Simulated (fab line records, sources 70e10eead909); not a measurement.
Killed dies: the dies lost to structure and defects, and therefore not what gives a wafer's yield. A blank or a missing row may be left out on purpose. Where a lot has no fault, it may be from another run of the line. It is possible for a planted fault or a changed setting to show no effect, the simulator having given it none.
fab line records ; flow nandHarc
[record] lots = 7; wafers = 20; lastDay = 23
route steps=1159 shown A_STAIRCASE@520 END@1159
lots that met no fault: from a run of the same line without faults
startH: start of the lot's first displayed wafer, in hours after the record's first day ; waitH: how many hours have passed since the lot's step before this one ; " as in the row above ; L1.1+2: several wafers, shown together as one row ; - no value present, or no start provided ; * or withheld: withheld ; < > ~ a bound
route shown NAME@n: a module of which the file shows steps, and the number in the route of the first ; usual: the fault-free wafers' mean and standard deviation ; same: alike in all rows ; chamber/n: place in a boat ; sites: readings site by site ; _std_site: their standard deviation ; _edge_site: inner sites' mean taken away from outer sites' mean ; radiusMm: how far each site lies from the wafer's centre ; mask NAME#n: copy n ; behind: the last tool/chamber to shape the wafer ; hold: what put the lot on hold/how long, in hours/how the hold closed ; device: the n, p or np transistor that did not switch ; end of line: tests run on the same wafers once the route is complete ; a step with no rows: only its recipe ; killed: dies that structure and defects cost at the first sort, which is not the same as the wafer's yield ; map: the dies of a wafer, with x for killed, . for not killed, _ for no die there
set.NAME: the setting the step ran with; set.NAME@STEP: the setting that earlier step ran with ; model.NAME: the simulator's own value behind a step, which no gauge read
lots at selected steps of the route; one table per step, one row per wafer
services: when a tool's chamber went out of use (startH, in hours from the record's first day, below 0 if earlier), for how many hours, and the reason
[[steps]]
[step NHARC_A_STAIRCASE_DEHYDRATE_158]
[recipe] tempC = 150; timeS = 120
[step NHARC_A_STAIRCASE_HMDS_159]
[recipe] timeS = 30
[step NHARC_A_STAIRCASE_COAT_160]
[recipe] spinRpm = 1200
[step NHARC_A_STAIRCASE_SOFTBAKE_161]
[recipe] tempC = 135; timeS = 170
[step NHARC_A_STAIRCASE_EBR_162]
[step NHARC_A_STAIRCASE_EXPOSE_163]
[recipe] na = 0.5; doseMj = 20.01; maskId = STAIR_OPEN
[step NHARC_A_STAIRCASE_PEB_164]
[recipe] pebTempC = 115; pebTimeS = 130
[step NHARC_A_STAIRCASE_DEVELOP_165]
[recipe] timeS = 140
[step NHARC_A_STAIRCASE_HARDBAKE_167]
[recipe] tempC = 120; timeS = 140
[step NHARC_A_STAIRCASE_DESCUM_168]
[recipe] timeS = 3; o2FlowSccm = 200; arFlowSccm = 0; biasPowerW = 0; chemistry = O2
[usual] drypumpMotorCurrentA = 5.9/0.49; oesProductAu = 0.999/0.011; rfVppV = 57.6/0.87; showerheadPlenumPTorr = 1.87/0.07; throttleValvePct = 11.311/0.0086
lot.wafer;tool;chamber;startH;waitH;drypumpMotorCurrentA;oesProductAu;rfHoursCounterH;rfVppV;showerheadPlenumPTorr;throttleValvePct
L572.3;rieDiel-12;2;249.94;-;5.6;0.992;16;57.1;1.83;11.312
L572.5;rieDiel-12;1;249.94;-;5.3;0.987;-;56.8;1.96;11.324
L572.6;rieDiel-12;2;249.94;-;5.6;0.999;-;57.8;1.83;11.304
L573.1;rieDiel-02;2;266.32;-;5.4;1.003;40;58.0;1.76;11.311
L573.3;rieDiel-02;3;266.32;-;6.2;1.006;41;59.4;1.99;11.322
L573.6;rieDiel-02;0;266.32;-;6.6;0.995;-;58.4;1.87;11.318
L576.1;rieDiel-12;2;276.34;-;5.6;1.014;24;56.9;1.83;11.313
L576.2;rieDiel-12;0;276.34;-;6.6;1.011;24;57.6;1.89;11.304
L576.4;rieDiel-12;1;276.34;-;5.3;1.008;24;58.7;1.96;11.304
L575.2;rieDiel-12;1;276.50;-;5.3;0.999;24;57.2;1.96;11.325
L575.3;rieDiel-12;2;276.50;-;5.6;1.010;24;55.9;1.83;11.316
L575.1;rieDiel-12;3;276.50;-;5.8;0.996;24;58.4;1.85;11.314
L581.6;rieDiel-12;3;308.94;-;5.9;0.979;-;57.0;1.85;11.328
L581.5;rieDiel-12;0;308.94;-;6.7;0.993;-;58.3;1.88;11.312
L584.1;rieDiel-11;2;334.62;-;5.5;1.006;37;56.8;1.84;11.307
L584.3;rieDiel-11;0;334.62;-;6.2;1.005;55;59.5;1.76;11.311
L584.4;rieDiel-11;1;334.62;-;5.3;0.998;54;59.6;1.98;11.321
L586.2;rieDiel-11;2;345.53;-;5.5;1.010;41;58.2;1.84;11.324
L586.5;rieDiel-11;0;345.53;-;6.2;1.000;-;58.2;1.76;11.298
L586.6;rieDiel-11;1;345.53;-;5.3;1.004;-;58.3;1.98;11.321
[step NHARC_A_STAIRCASE_ETCH_169]
[recipe] targetDepthA = 500; timeS = 107.1; ionEnergyEv = 120; ch3fFlowSccm = 50; o2FlowSccm = 30; arFlowSccm = 200; rfW = 500; biasW = 100; chemistry = CH3F/O2
[usual] ch3fFlowSccm = 50.00/0.14; drypumpMotorCurrentA = 5.9/0.5; oesProductAu = 0.950/0.021; rfVppV = 243.7/1.4; runLengthS = 128.6/0.48; showerheadPlenumPTorr = 2.41/0.087; throttleValvePct = 20.663/0.0087
lot.wafer;tool;chamber;startH;waitH;ch3fFlowSccm;drypumpMotorCurrentA;oesProductAu;rfHoursCounterH;rfVppV;runLengthS;showerheadPlenumPTorr;throttleValvePct
L572.3;rieDiel-12;1;250.02;0.1;49.92;5.4;0.964;17;246.8;129.1;2.52;20.666
L572.6;rieDiel-12;1;250.02;0.1;49.90;5.4;0.970;-;245.4;129.4;2.52;20.665
L572.5;rieDiel-12;2;250.02;0.1;49.98;5.6;0.957;-;243.6;128.4;2.35;20.674
L573.3;rieDiel-02;0;266.63;0.3;50.06;6.7;0.937;38;245.0;128.7;2.40;20.647
L573.1;rieDiel-02;2;266.63;0.3;50.00;5.4;0.948;40;240.9;128.1;2.27;20.668
L573.6;rieDiel-02;3;266.63;0.3;50.12;6.1;0.934;-;246.1;128.6;2.56;20.660
L576.4;rieDiel-12;3;276.43;0.1;50.02;5.9;0.950;24;242.9;127.8;2.39;20.660
L576.1;rieDiel-12;0;276.43;0.1;49.90;6.6;0.987;24;243.3;129.6;2.43;20.661
L576.2;rieDiel-12;1;276.43;0.1;49.97;5.4;0.990;24;245.1;129.1;2.51;20.660
L575.3;rieDiel-12;3;276.58;0.1;50.09;5.8;0.941;24;244.5;128.1;2.38;20.657
L575.1;rieDiel-12;0;276.58;0.1;49.89;6.7;0.946;24;243.8;129.3;2.43;20.668
L575.2;rieDiel-12;1;276.58;0.1;49.97;5.4;0.937;24;244.6;129.3;2.51;20.662
L581.5;rieDiel-12;3;309.02;0.1;50.10;5.8;0.953;-;243.3;127.8;2.38;20.662
L581.6;rieDiel-12;0;309.02;0.1;49.91;6.7;0.961;-;243.7;128.9;2.42;20.663
L584.3;rieDiel-11;2;334.71;0.1;50.03;5.5;0.950;37;242.3;128.8;2.36;20.670
L584.4;rieDiel-11;3;334.71;0.1;50.13;6.4;0.951;55;244.0;128.1;2.38;20.673
L584.1;rieDiel-11;1;334.71;0.1;50.10;5.3;0.956;54;246.1;129.2;2.54;20.663
L586.2;rieDiel-11;0;345.62;0.1;50.14;6.2;0.957;58;241.1;127.9;2.27;20.657
L586.5;rieDiel-11;1;345.62;0.1;49.87;5.3;0.944;-;244.3;128.9;2.54;20.662
L586.6;rieDiel-11;2;345.62;0.1;49.87;5.5;0.960;-;244.6;129.0;2.36;20.664
[step NHARC_A_STAIRCASE_ETCH_170]
[recipe] targetDepthA = 2000; timeS = 66.667; ionEnergyEv = 250; c4f6FlowSccm = 25; o2FlowSccm = 20; arFlowSccm = 500; rfW = 600; biasW = 500; chemistry = C4F6/O2
[usual] drypumpMotorCurrentA = 5.9/0.48; oesProductAu = 0.969/0.017; rfVppV = 545.4/3; runLengthS = 88.1/0.45; showerheadPlenumPTorr = 3.85/0.14; throttleValvePct = 26.902/0.0096
lot.wafer;tool;chamber;startH;waitH;drypumpMotorCurrentA;oesProductAu;rfHoursCounterH;rfVppV;runLengthS;showerheadPlenumPTorr;throttleValvePct
L572.3;rieDiel-12;0;250.16;-;6.7;0.986;14;545.3;88.4;3.88;26.892
L572.6;rieDiel-12;1;250.16;-;5.4;0.966;-;548.3;88.3;4.01;26.911
L572.5;rieDiel-12;2;250.16;-;5.6;0.970;-;543.3;88.0;3.77;26.898
L573.3;rieDiel-02;0;266.76;-;6.6;0.975;38;544.4;88.3;3.84;26.916
L573.1;rieDiel-02;2;266.76;-;5.4;0.974;40;542.2;87.9;3.64;26.906
L573.6;rieDiel-02;3;266.76;-;6.1;0.970;-;550.8;89.0;4.07;26.903
L576.1;rieDiel-12;1;276.54;-;5.4;0.987;24;547.2;88.8;4.00;26.902
L576.4;rieDiel-12;2;276.54;-;5.6;0.982;24;542.9;88.2;3.76;26.909
L576.2;rieDiel-12;3;276.54;-;5.9;0.975;24;545.8;78.7;3.81;26.898
L575.3;rieDiel-12;1;276.70;-;5.3;0.957;25;547.6;88.4;4.00;26.911
L575.2;rieDiel-12;3;276.70;-;5.9;0.963;24;545.0;78.8;3.81;26.896
L575.1;rieDiel-12;0;276.70;-;6.7;0.964;24;545.1;88.9;3.87;26.895
L581.6;rieDiel-12;2;309.13;-;5.6;0.975;-;543.0;88.0;3.75;26.888
L581.5;rieDiel-12;3;309.13;-;5.9;0.960;-;545.1;78.4;3.81;26.904
L584.4;rieDiel-11;2;334.83;-;5.5;0.970;37;543.0;88.1;3.78;26.906
L584.3;rieDiel-11;3;334.83;-;6.4;0.974;55;544.2;87.6;3.80;26.888
L584.1;rieDiel-11;0;334.83;-;6.2;0.956;55;541.9;87.7;3.64;26.912
L586.2;rieDiel-11;0;345.79;-;6.2;0.974;58;540.5;87.7;3.64;26.895
L586.5;rieDiel-11;0;345.79;-;6.2;0.974;-;541.0;87.8;3.64;26.903
L586.6;rieDiel-11;1;345.79;-;5.3;0.967;-;549.5;88.3;4.04;26.892
[step NHARC_A_STAIRCASE_STRIP_171]
[recipe] powerW = 1500; tempC = 250; chemistry = O2
[usual] drypumpMotorCurrentA = 5.8/0.44; heaterPowerW = 328/31; tempC = 250.02/0.2
lot.wafer;tool;chamber;startH;waitH;drypumpMotorCurrentA;heaterPowerW;rfHoursCounterH;tempC
L572.3;plasmaAsher-02;0;250.38;-;6.1;303;-;250.13
L572.6;plasmaAsher-02;0;250.38;-;6.1;305;-;249.86
L572.5;plasmaAsher-02;1;250.38;-;5.6;344;-;249.89
L573.1;plasmaAsher-01;1;266.93;-;6.3;382;52;250.33
L573.3;plasmaAsher-01;1;266.93;-;6.3;369;-;250.12
L573.6;plasmaAsher-01;1;266.93;-;6.3;373;-;250.54
L576.1;plasmaAsher-02;1;276.66;-;5.6;333;28;249.99
L576.2;plasmaAsher-02;0;276.66;-;6.1;312;28;250.14
L576.4;plasmaAsher-02;1;276.66;-;5.6;343;-;250.16
L575.1;plasmaAsher-01;0;276.81;-;5.2;288;57;250.04
L575.2;plasmaAsher-01;1;276.81;-;6.2;376;57;249.95
L575.3;plasmaAsher-01;1;276.81;-;6.3;380;-;249.85
L581.5;plasmaAsher-02;0;309.41;-;6.1;305;-;250.07
L581.6;plasmaAsher-02;1;309.41;-;5.6;332;-;249.57
L584.1;plasmaAsher-01;0;334.94;-;5.2;308;17;249.88
L584.4;plasmaAsher-01;0;334.94;-;5.2;302;-;249.91
L584.3;plasmaAsher-01;1;334.94;-;6.2;365;-;250.19
L586.2;plasmaAsher-01;1;345.91;-;6.3;363;20;249.94
L586.6;plasmaAsher-01;1;345.91;-;6.3;360;-;249.93
L586.5;plasmaAsher-01;0;345.91;-;5.2;301;-;250.06
[step NHARC_END_SORT_01]
[recipe] tempC = 25
[usual] killedAtArray = 27/11; killedAtOther = 0.6/1; killedAtPeriphery = 3.0/2.1; killedDies = 31/12; killedOpen = 3.2/1.7; killedShort = 1.7/1.4
[same] grossDies = 677
lot.wafer;tool;chamber;startH;waitH;killedAtArray;killedAtOther;killedAtPeriphery;killedDies;killedOpen;killedShort
L572.3;prober-02;0;478.04;3.1;29;2;2;33;3;1
L572.5;prober-02;0;479.61;3.6;32;1;5;38;3;0
L572.6;prober-02;0;480.39;3.9;29;0;2;31;3;0
L575.1;prober-01;0;490.05;2.5;19;0;1;20;0;1
L575.2;prober-01;0;490.86;2.8;671;0;3;674;3;2
L575.3;prober-01;0;491.68;3.1;17;0;3;20;4;0
L573.1;prober-02;0;496.92;2.5;23;0;6;29;3;2
L573.3;prober-02;0;498.50;3.1;40;0;5;45;4;3
L573.6;prober-02;0;500.87;4.0;27;1;3;31;5;3
L576.1;prober-02;0;504.62;2.5;23;0;2;25;1;1
L576.2;prober-02;0;505.40;2.8;669;0;2;671;2;1
L576.4;prober-02;0;506.97;3.3;31;0;5;36;4;5
L581.5;prober-02;0;515.52;3.7;675;0;2;677;5;2
L581.6;prober-02;0;516.31;3.9;10;0;2;12;3;1
L584.1;prober-01;0;540.00;2.5;44;3;6;53;7;3
L584.3;prober-01;0;541.62;3.1;33;0;4;37;0;2
L584.4;prober-01;0;542.43;3.4;38;1;2;41;2;2
L586.2;prober-01;0;550.12;2.8;47;1;1;49;0;0
L586.5;prober-01;0;552.54;3.7;47;2;1;50;4;2
L586.6;prober-01;0;553.34;4.0;47;1;3;51;4;1
// killed by level:class
L572.3 A_CHANNEL_HOLE_D1:chamberFilmFlake=15 A_SLIT:chamberFilmFlake=9 A_STAIRCASE:chamberFilmFlake=3 P_CONTACT:geometricParticle:open=1 P_M1:geometricParticle:open=1 A_SOURCE_PLATE:geometricParticle:short=1 A_M0:geometricParticle:open=1 HYBRID_BOND:chamberFilmFlake=1
L572.5 A_CHANNEL_HOLE_D1:chamberFilmFlake=14 A_SLIT:chamberFilmFlake=12 A_STAIRCASE:chamberFilmFlake=3 P_M1:chamberFilmFlake=2 A_CONTACT:chamberFilmFlake=2 P_GATE:geometricParticle:open=1 P_M0:geometricParticle:open=1 A_ONON_D1:geometricParticle:open=1
L572.6 A_CHANNEL_HOLE_D1:chamberFilmFlake=14 A_SLIT:chamberFilmFlake=10 A_STAIRCASE:chamberFilmFlake=2 A_CONTACT:geometricParticle:open=2 P_CONTACT:geometricParticle:open=1 P_M1:chamberFilmFlake=1 A_CONTACT:chamberFilmFlake=1
L575.1 A_CHANNEL_HOLE_D1:chamberFilmFlake=12 A_STAIRCASE:chamberFilmFlake=2 A_CONTACT:chamberFilmFlake=2 A_CHANNEL_FILL_D1:geometricParticle:short=1 P_GATE:chamberFilmFlake=1 A_CHANNEL_FILL_D1:chamberFilmFlake=1 A_WL_FILL:chamberFilmFlake=1
L575.2 A_STAIRCASE:areaEtch=645 A_CHANNEL_HOLE_D1:chamberFilmFlake=11 A_WL_FILL:chamberFilmFlake=7 A_STAIRCASE:chamberFilmFlake=2 P_GATE:geometricParticle:short=1 P_CONTACT:geometricParticle:open=1 A_SGD_CUT:geometricParticle:short=1 A_WL_FILL:geometricParticle:open=1
L575.3 A_CHANNEL_HOLE_D1:chamberFilmFlake=11 A_CONTACT:geometricParticle:open=2 P_CONTACT:geometricParticle:open=1 A_CHANNEL_FILL_D1:geometricParticle:open=1 P_STI:chamberFilmFlake=1 P_GATE:chamberFilmFlake=1 A_CHANNEL_FILL_D1:chamberFilmFlake=1 A_WL_FILL:chamberFilmFlake=1
L573.1 A_CHANNEL_HOLE_D1:chamberFilmFlake=10 A_SLIT:chamberFilmFlake=8 A_CONTACT:chamberFilmFlake=2 P_GATE:chamberFilmFlake=2 P_STI:geometricParticle:open=1 P_GATE:geometricParticle:short=1 P_CONTACT:geometricParticle:open=1 A_ONON_D1:geometricParticle:short=1
L573.3 A_SLIT:chamberFilmFlake=15 A_CHANNEL_HOLE_D1:chamberFilmFlake=13 P_STI:chamberFilmFlake=3 A_STAIRCASE:chamberFilmFlake=2 A_SGD_CUT:chamberFilmFlake=2 A_CONTACT:chamberFilmFlake=2 P_CONTACT:geometricParticle:open=1 P_M0:geometricParticle:open=1
L573.6 A_CHANNEL_HOLE_D1:chamberFilmFlake=10 A_SLIT:chamberFilmFlake=10 P_CONTACT:geometricParticle:short=2 A_CONTACT:chamberFilmFlake=2 P_CONTACT:geometricParticle:open=1 A_ONON_D1:geometricParticle:open=1 A_CONTACT:geometricParticle:open=1 A_BLC:geometricParticle:open=1
L576.1 A_SLIT:chamberFilmFlake=11 A_CHANNEL_HOLE_D1:chamberFilmFlake=6 A_STAIRCASE:chamberFilmFlake=4 P_ZERO_WELL:chamberFilmFlake=2 A_ONON_D1:geometricParticle:short=1 A_CONTACT:geometricParticle:open=1
L576.2 A_STAIRCASE:areaEtch=649 A_SLIT:chamberFilmFlake=9 A_STAIRCASE:chamberFilmFlake=3 P_ZERO_WELL:chamberFilmFlake=2 A_CHANNEL_FILL_D1:chamberFilmFlake=2 A_ONON_D1:geometricParticle:open=1 A_CHANNEL_HOLE_D1:geometricParticle:open=1 A_WL_FILL:geometricParticle:short=1
L576.4 A_SLIT:chamberFilmFlake=16 P_ZERO_WELL:chamberFilmFlake=3 A_WL_FILL:geometricParticle:short=3 A_CHANNEL_HOLE_D1:chamberFilmFlake=3 A_M0:geometricParticle:open=2 P_M0:geometricParticle:open=1 A_CHANNEL_FILL_D1:geometricParticle:short=1 A_CONTACT:geometricParticle:open=1
L581.5 A_STAIRCASE:areaEtch=660 A_CHANNEL_HOLE_D1:chamberFilmFlake=5 A_STAIRCASE:chamberFilmFlake=2 P_CONTACT:geometricParticle:open=1 A_ONON_D1:geometricParticle:short=1 A_CHANNEL_FILL_D1:geometricParticle:short=1 A_CHANNEL_FILL_D1:geometricParticle:open=1 A_SLIT:geometricParticle:open=1
L581.6 A_CHANNEL_HOLE_D1:chamberFilmFlake=3 A_CONTACT:chamberFilmFlake=2 P_M0:geometricParticle:short=1 A_CHANNEL_FILL_D1:geometricParticle:open=1 A_SGD_CUT:geometricParticle:open=1 A_CONTACT:geometricParticle:open=1 P_ZERO_WELL:chamberFilmFlake=1 A_STAIRCASE:chamberFilmFlake=1
L584.1 A_SLIT:chamberFilmFlake=17 A_STAIRCASE:chamberFilmFlake=12 A_CHANNEL_HOLE_D1:chamberFilmFlake=6 A_CONTACT:geometricParticle:open=4 P_STI:chamberFilmFlake=3 THIN_TSV:chamberFilmFlake=3 P_CONTACT:geometricParticle:open=1 P_M0:geometricParticle:short=1
L584.3 A_SLIT:chamberFilmFlake=15 A_STAIRCASE:chamberFilmFlake=6 P_STI:chamberFilmFlake=4 A_CHANNEL_HOLE_D1:chamberFilmFlake=4 A_CONTACT:chamberFilmFlake=4 A_CHANNEL_FILL_D1:geometricParticle:short=1 A_WL_FILL:geometricParticle:short=1 A_CHANNEL_FILL_D1:chamberFilmFlake=1
L584.4 A_SLIT:chamberFilmFlake=20 A_STAIRCASE:chamberFilmFlake=8 A_CHANNEL_HOLE_D1:chamberFilmFlake=4 A_CONTACT:chamberFilmFlake=2 P_M0:geometricParticle:open=1 A_CHANNEL_FILL_D1:geometricParticle:short=1 A_SGD_CUT:geometricParticle:open=1 A_M0:geometricParticle:short=1
L586.2 A_SLIT:chamberFilmFlake=21 A_CHANNEL_HOLE_D1:chamberFilmFlake=16 A_CONTACT:chamberFilmFlake=6 A_STAIRCASE:chamberFilmFlake=3 THIN_TSV:chamberFilmFlake=1 P_GATE:chamberFilmFlake=1 A_CHANNEL_FILL_D1:chamberFilmFlake=1
L586.5 A_CHANNEL_HOLE_D1:chamberFilmFlake=17 A_SLIT:chamberFilmFlake=17 A_CHANNEL_FILL_D1:chamberFilmFlake=3 A_CONTACT:chamberFilmFlake=3 A_ZERO_WELL:chamberFilmFlake=2 P_CONTACT:geometricParticle:open=1 A_ONON_D1:geometricParticle:open=1 A_CHANNEL_FILL_D1:geometricParticle:short=1
L586.6 A_SLIT:chamberFilmFlake=23 A_CHANNEL_HOLE_D1:chamberFilmFlake=12 A_STAIRCASE:chamberFilmFlake=3 A_CONTACT:chamberFilmFlake=3 P_CONTACT:geometricParticle:open=2 A_CONTACT:geometricParticle:open=2 P_M0:geometricParticle:short=1 A_ZERO_WELL:chamberFilmFlake=1
// map L575.2 (x killed, . not)
____________x____________
_________xxxxxxx_________
_______xxxxxxxxxxx_______
______xxxxxxxxxxxxx______
_____xxxxxxxxxxxxxxx_____
____xxxxxxxxxxxxxxxxx____
____xxxxxxxxxxxxxxxxx____
___xxxxxxxxxxxxxxxxxxx___
___xxxxxxxxxxxxxxxxxxx___
__xxxxxxxxxxxxxxxxxxxxx__
__xxxxxxxxxxxxxxxxxxxxx__
_xxxxxxxxxxxxxxxxxxxxxxx_
_xxxxxxxxxxxxxxxxxxxxxxx_
_xxxxxxxxxxx.xxxxxxxxxxx_
_xxxxxxxxxxxxxxxxxxxxxxx_
_xxxxxx.xxxxxxxxxxxxxxxx_
xxxxxxxxxxxxxxxxxxxxxxxxx
xxxxxxxxxxxxxxxxxxxxxxxxx
xxxxxxxxxxxxxxxxxxxxxxxxx
xxxxxxxxxxxxxxxxxxxxxxxxx
xxxxxxxxxxxxxxxxxxxxxxxxx
_xxxxxxxxxxxxxxxxxxxxxxx_
_xxxxxxxxxxxxxxxxxxxxxxx_
_xxxxxxxxxxxxxxxxxxxxxxx_
_xxxxxxxxxxxxxxxxxxxxxxx_
_xxxxxxxxxxxxxxxxxxxxxxx_
__xxxxxxxxxxxxxxxxxxxxx__
__xxxxxxxxx.xxxxxxxxxxx__
___xxxxxxxxxxxxxxxxxxx___
___xxxxxxxxxxxxxxxxxxx___
____xxxxxxxxxxxxxxxxx____
____xxxxxxxxxxxxxxxxx____
_____xxxxxxxxxxxxxxx_____
______xxxxxxxxxxxxx______
_______xxxxxxxxxxx_______
_________xxxxxxx_________
____________x____________
// map L576.2 (x killed, . not)
____________x____________
_________xxxxxxx_________
_______xxxxxxxxxxx_______
______xxxxxxxxxxxxx______
_____xxxxxxxxxxxxxxx_____
____xxxxxxxxxxxxxxxxx____
____xxxxxxxxxxxxxxxxx____
___xxxxxxxxxxxxxxxxxxx___
___xxxxxxxxxxxxxxxxxxx___
__xxxxxxxxxxxxxxxxxxxxx__
__xxxxxxxxxxxxxxxxxxxxx__
_xxxxxxxxxxxxxxxxxxxxxxx_
_xxxxxxxxxxxxxxxxxxxxxxx_
_xxxxxxxxxxxxxxxxxxxxxxx_
_xxxxxxxxxxxxxxxxxxxxxxx_
_xxxxxxxxxxxxxxxxxxxxxxx_
xxxxxxxxxxxxxxxxxxxxxxxxx
xxxxxxxxx.xxxxxxxxxxxxxxx
xxxxxxxxxxxxxxxxxxxxxxxxx
xxxxxxxxxxxxxxxxxxxxxxxxx
xxxxxxxxxxxxxxxxxxxxxxxxx
_xxxxxxxxxxxxxxxxxxxxxxx_
_xxxxxxxxxxxxxxxxxxx.xxx_
_xxxxxxxxxx.xxxxx.xxxxxx_
_xxxxxxxxxxxxxxxxxxxxxxx_
_xxxxxxxxxxxxx.xxxxxxxxx_
__xxxxxxxxxxxxxxxxxxxxx__
__xxxxxxxxxx.xxxxxxxxxx__
___xxxxxxxxxxxxxxxxxxx___
___xxxxxxxxxxxxxxxxxxx___
____xxxxxxxxxxxxxxxxx____
____xxxxxxxxxxxxxxxxx____
_____xxxxxxxxxxxxxxx_____
______xxxxxxxxxxxxx______
_______xxxxxxxxxxx_______
_________xxxxxxx_________
____________x____________
[[services]]
tool;chamber;startH;hours;kind
rieDiel-02;0;229.12;7.9;repair
rieDiel-02;1;232.52;7.2;repair
rieDiel-12;0;237.39;-;clean
rieDiel-12;1;237.39;-;clean
rieDiel-12;2;237.39;-;clean
rieDiel-12;3;237.39;-;clean
rieDiel-02;1;259.67;8.8;repair
rieDiel-11;1;260.58;1.5;repair
rieDiel-12;0;261.95;-;clean
rieDiel-12;1;261.95;-;clean
rieDiel-12;2;261.95;-;clean
rieDiel-12;3;261.95;-;clean
plasmaAsher-01;-;277.99;9.0;pm
plasmaAsher-02;-;280.03;11.4;repair
rieDiel-12;0;286.45;-;clean
rieDiel-12;1;286.45;-;clean
rieDiel-12;2;286.45;-;clean
rieDiel-12;3;286.45;-;clean
rieDiel-12;0;310.98;-;clean
rieDiel-12;1;310.98;-;clean
rieDiel-12;2;310.98;-;clean
rieDiel-12;3;318.14;2.6;repair
plasmaAsher-02;-;327.30;2.2;repair
rieDiel-02;-;328.00;9.0;pm
[[key]]
[firstSign] step = NHARC_A_STAIRCASE_ETCH_170; reading = runLengthS; direction = down; sigmas = 21; usual = *; struck = *
[effect] step = NHARC_END_SORT_01; reading = killedAtArray; direction = up; sigmas = 56; usual = 27; struck = 672
[moreKillsBornAt] NHARC_A_STAIRCASE_ETCH_170@rieDiel-12 = 1954
metAt NHARC_A_STAIRCASE_ETCH_170
struckWafers L575.2,L576.2,L581.5
laterRowsLeftOut L575.2,L576.2,L581.5
testerLeftOut L575,L576,L581
onsetBetween 250.16 276.54
[fault] kind = processParameterDrift; tool = rieDiel-12; chamber = -; onsetH = 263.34; steps = NHARC_A_STAIRCASE_ETCH_170; channel = timeS; offset = *; shape = step; endH = 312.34; scope = struckWafersOnly; actsIn = *; stated = *
// testerLeftOut: of these lots the tester's yield and bins aren't shown, on N5 and GAA mostly nor the transistor test; their killed dies are dies lost to structure and defects alone, not to doping, threshold or leakage, so they don't give the yield
// laterRowsLeftOut: the simulator's readings of these wafers behind a module that went badly wrong aren't trusted and aren't shown, but for the sort
